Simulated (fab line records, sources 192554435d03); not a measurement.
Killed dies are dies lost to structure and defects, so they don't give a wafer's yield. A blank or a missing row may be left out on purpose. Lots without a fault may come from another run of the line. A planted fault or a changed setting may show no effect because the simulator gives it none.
Chamber matching | flow n5_finfet | N5_BEOL_M7_ETCH_65 on rie_diel-06: 4 sister chambers
The step etches SiARC in CF4, target depth 15.6 nm, time 26 s. 8 wafers are shown with their chamber, then 10 later ones without.

WAFERS WITH THEIR CHAMBER
wafer  | chamber | drypump_motor_current_A (A) | showerhead_plenum_p_Torr (Torr)
L080.3 | 0       | 5.0                         | 2.10
L082.1 | 0       | 5.0                         | 2.10
L085.3 | 3       | 4.8                         | 2.08
L090.1 | 1       | 6.3                         | 2.25
L090.5 | 2       | 5.7                         | 2.08
L090.6 | 3       | 4.8                         | 2.07
L092.1 | 2       | 5.6                         | 2.07
L092.3 | 1       | 6.3                         | 2.25

WAFERS WITHOUT THEIR CHAMBER
wafer  | drypump_motor_current_A (A) | showerhead_plenum_p_Torr (Torr)
L092.4 | 5.0                         | 2.10
L095.3 | 6.3                         | 2.25
L095.4 | 5.6                         | 2.07
L095.6 | 5.7                         | 2.07
L091.1 | 6.3                         | 2.25
L091.5 | 5.6                         | 2.07
L091.6 | 6.3                         | 2.25
L094.2 | 5.6                         | 2.07
L094.4 | 4.8                         | 2.07
L094.6 | 6.3                         | 2.25

WHICH CHAMBER EACH WENT THROUGH
wafer  | from the rows above | in truth
L092.4 | 0                   | 0
L095.3 | 1                   | 1
L095.4 | 2                   | 2
L095.6 | 2                   | 2
L091.1 | 1                   | 1
L091.5 | 2                   | 2
L091.6 | 1                   | 1
L094.2 | 2                   | 2
L094.4 | 3                   | 3
L094.6 | 1                   | 1
Placed correctly: 10 of 10. Can't be placed from these rows: 0. Placed wrongly: 0.
How it was worked out, from the rows above alone: a wafer's distance from a chamber is the root of the sum, over the readings, of the square of ((its reading less the chamber's mean) divided by the reading's scatter). The wafer belongs to the nearest chamber; if the next one is less than 2 further off, it can't be placed. A chamber's mean is the mean of its shown wafers. The scatter: the root of (the sum of the squares of (reading less its chamber's mean) over the shown wafers, divided by (wafers less chambers)).
